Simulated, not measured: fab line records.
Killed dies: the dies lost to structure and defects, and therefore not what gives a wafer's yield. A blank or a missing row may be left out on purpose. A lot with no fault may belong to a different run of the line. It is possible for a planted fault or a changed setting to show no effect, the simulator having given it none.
One fault seen from 3 desks / flow n5Finfet / each desk holds nothing but its own numbers, with what lay behind them at the end

THE DEFECT DESK
Per lot, the means of the sampled wafers with a number show what the inspections along the route counted. A lot is out of limits, marked OUT, if its mean lies more than 4 standard deviations from the usual mean; the brackets give that distance.
Columns: A = rawDefectCount at N5_BEOL_M2_INSPECT_30, usual 404
lot=L866; first seen here=day 8 09:24; A=340
lot=L867; first seen here=day 8 16:53; A=297
lot=L868; first seen here=day 8 17:11; A=516
lot=L876; first seen here=day 10 13:27; A=320
lot=L878; first seen here=day 11 02:02; A=414
lot=L881; first seen here=day 13 15:43; A=397
This desk found nothing out of limits on any of the 6 lots.

FOR THE TOOL OWNER'S DESK: aldSin-02
The tool's own readings at N5_BEOL_M2_ALD_98 (deposits SiO2, target thk 2.5 nm, pulse time 1 s, co reactant pulse time 1 s): means of the sampled wafers that have a number, for each lot that ran on this tool. A lot is out of limits, marked OUT, if its mean lies more than 4 standard deviations from the usual mean; the brackets give that distance.
Columns: A = chamberPressureTorr at N5_BEOL_M2_ALD_98, usual 2.000 Torr; B = heaterPowerW at N5_BEOL_M2_ALD_98, usual 81 W; C = precursorPulseHeightRel at N5_BEOL_M2_ALD_98, usual 0.995
lot=L866; first seen here=day 8 09:34; A=1.999; B=83; C=0.988
lot=L876; first seen here=day 10 13:37; A=2.001; B=78; C=1.006
lot=L878; first seen here=day 11 02:56; A=2.000; B=79; C=1.002
This desk found nothing out of limits on any of the 3 lots.

THE METROLOGY DESK
What the gauges read for every lot (on any tool): the sampled wafers with a number, averaged. A lot is out of limits, marked OUT, if its mean lies more than 4 standard deviations from the usual mean; the brackets give that distance. Readings shown: 7 of its 12, picked as those furthest out on some lot.
Columns: A = cdNm at N5_BEOL_M2_CD_MEAS_28, usual 26.11 nm; B = DIBL_N at N5_BEOL_M4_RC_MEAS_101, usual 36.3 mV/V; C = DIBL_P at N5_BEOL_M4_RC_MEAS_101, usual 36.0 mV/V; D = IOFF_N at N5_BEOL_M4_RC_MEAS_101, usual 0.16 nA/um; E = IOFF_P at N5_BEOL_M4_RC_MEAS_101, usual 0.22 nA/um; F = SS_N at N5_BEOL_M4_RC_MEAS_101, usual 71.7 mV/dec; G = VT_N at N5_BEOL_M4_RC_MEAS_101, usual 250 mV
lot=L866; first seen here=day 8 09:19; A=26.22; B=35.6; C=35.6; D=0.15; E=0.20; F=71.7; G=252
lot=L867; first seen here=day 8 16:47; A=25.93; B=34.2; C=33.5; D=0.14; E=0.20; F=70.9; G=253
lot=L868; first seen here=day 8 17:07; A=26.15; B=39.0; C=38.1; D=0.20; E=0.26; F=71.8; G=247
lot=L876; first seen here=day 10 13:22; A=26.03; B=38.4; C=35.7; D=0.21; E=0.23; F=72.2; G=248
lot=L878; first seen here=day 11 01:58; A=25.94; B=36.9; C=35.5; D=0.16; E=0.22; F=71.4; G=250
lot=L881; first seen here=day 13 15:38; A=26.32; B=36.3; C=37.4; D=0.18; E=0.22; F=71.7; G=250
This desk found nothing out of limits on any of the 6 lots.

BROUGHT TOGETHER
The defect desk saw nothing out of limits.
Nothing out of limits was seen by the tool owner's desk.
From the metrology desk's view, nothing was out of limits.

WHAT WAS PUT IN BY THE SIMULATOR
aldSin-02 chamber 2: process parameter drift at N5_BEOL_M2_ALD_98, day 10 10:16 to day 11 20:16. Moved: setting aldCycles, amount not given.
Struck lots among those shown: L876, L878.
